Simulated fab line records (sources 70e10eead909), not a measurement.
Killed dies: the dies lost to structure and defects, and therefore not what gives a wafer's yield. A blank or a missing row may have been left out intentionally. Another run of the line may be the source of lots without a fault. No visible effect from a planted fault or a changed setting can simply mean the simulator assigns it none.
Struck lot and sound lot, side by side | flow nand_harc | 17 out of 1302 route steps
Sound: these wafers, L446.3, L446.4, L446.6. Wafers L461.2, L461.4, L461.5 were the ones struck. The cause is given at the end.
For every step that has rows: the tool of each side, followed by ch and its chambers, followed by its first start. Under that, the readings that differ: sound wafers | struck wafers | difference of the means | sigmas: that difference in standard deviations of wafers without a fault.
alike: same words and numbers on both sides, and readings whose means sit less than 2 such deviations apart. not compared: any withheld reading, any reading some wafer has no value for, any bound like >300 that may hide the same value, and any number with overlapping values for which the record gives no deviation.
A row with sigmas, a row that says differs or no value, or rows on one side alone: a step with any of these is where the two part. When numbers do not overlap yet have no deviation, they are printed without sigmas and do not part them. A reading missing from all wafers of one side parts the sides only when that side holds two or more wafers.

NHARC_A_M0_OVL_MEAS_10: pitch 160 nm.
  sound on overlay-01 at day 22 14:59; struck on overlay-02 at day 28 23:18
  reading           | sound       | struck         | difference | sigmas
  overlay_y_nm (nm) | 2.1 1.7 1.7 | -1.8 -1.7 -1.4 | -3.5       | -3
  alike: overlay_x_nm
NHARC_A_M0_INSPECT_11:
  sound on defect_inspect-01 at day 22 15:02; struck on defect_inspect-02 at day 28 23:20
  alike: raw_defect_count
NHARC_A_M0_DESCUM_14: chemistry O2, time 3 s.
  sound on rie_diel-10 ch 0,1,3, day 22 15:06; struck on rie_diel-01 ch 0,1, day 28 23:23
  alike: drypump_motor_current_A, o2_flow_sccm, oes_product_au, rf_vpp_V, showerhead_plenum_p_Torr, throttle_valve_pct
  not compared: rf_hours_counter_h
then, 1 step without rows for these wafers: NHARC_A_M0_ETCH_34 (etches the open film in N2/H2, target depth 40 nm, overetch 12 nm, time 43.94 s).
NHARC_A_M0_ETCH_15: etches the open film in C4F8/Ar, target depth 150 nm, overetch 15 nm, time 82.5 s.
  sound on rie_diel-10 ch 0,1; struck on rie_diel-01 ch 0,1
  alike: oes_product_au, rf_vpp_V
  not compared: rf_hours_counter_h
NHARC_A_M0_CD_MEAS_16:
  sound on cd_sem-01 at day 22 15:24; struck on cd_sem-02 at day 28 23:44
  alike: cd_nm
then, 4 steps without rows for these wafers: NHARC_A_M0_STRIP_18 (strips in N2/H2); NHARC_A_M0_STRIP_19 (strips in post etch residue remover, time 600 s); NHARC_A_M0_DEGAS_28 (time 60 s); NHARC_A_M0_PRE_CLEAN_29 (time 30 s).
NHARC_A_M0_PVD_20: deposits TaN, target thk 5 nm, time 8.06 s.
  sound on pvd_sputter-01; struck on pvd_sputter-01
  alike: throttle_valve_pct
NHARC_A_M0_PVD_21: deposits Cu, target thk 30 nm, time 20.49 s.
  sound on pvd_sputter-01; struck on pvd_sputter-01
  alike: throttle_valve_pct
NHARC_A_M0_ECD_22: material Cu, target thk 400 nm.
  sound on ecd_cu-01 ch 0,1, day 22 16:28; struck on ecd_cu-01 ch 0,1, day 29 00:46
NHARC_A_M0_ANNEAL_30: time 90 s.
  sound on rtp_anneal-01 ch 0, day 22 16:51; struck on rtp_anneal-01 ch 0, day 29 01:08
  alike: anneal_temp_c_max, wafer_temp_C_max
NHARC_A_M0_CMP_23: polishes, t overpolish 20 s, target thk 113.75 nm.
  sound on cmp-02 ch 0,3, day 22 17:06; struck on cmp-02 ch 0,1,2, day 29 01:28
  reading                | sound          | struck         | difference | sigmas
  time_to_endpoint_s (s) | 34.0 35.8 36.5 | 43.4 40.9 41.2 | +6.4       | +2
  alike: edge_zone_pressure_frac, motor_current_A, slurry_filter_dp_kPa
NHARC_A_M0_THK_MEAS_24: measures by xrf.
  sound on film_metro-01 at day 22 17:25; struck on film_metro-02 at day 29 01:45
  alike: thk_nm
NHARC_END_SORT_01:
  sound on prober-02 ch 0, day 24 09:17; struck on prober-02 ch 0, day 30 15:43
  alike: defect_limited_yield, killed_at_array, killed_at_other, killed_at_periphery, killed_dies, killed_open, killed_short

## WHERE THEY PART
First at NHARC_A_M0_OVL_MEAS_10; last, within this record, at NHARC_A_M0_CMP_23. Later steps at which nothing parts them and some readings are alike: NHARC_A_M0_THK_MEAS_24, NHARC_END_SORT_01.

WHY: what the simulator had put in
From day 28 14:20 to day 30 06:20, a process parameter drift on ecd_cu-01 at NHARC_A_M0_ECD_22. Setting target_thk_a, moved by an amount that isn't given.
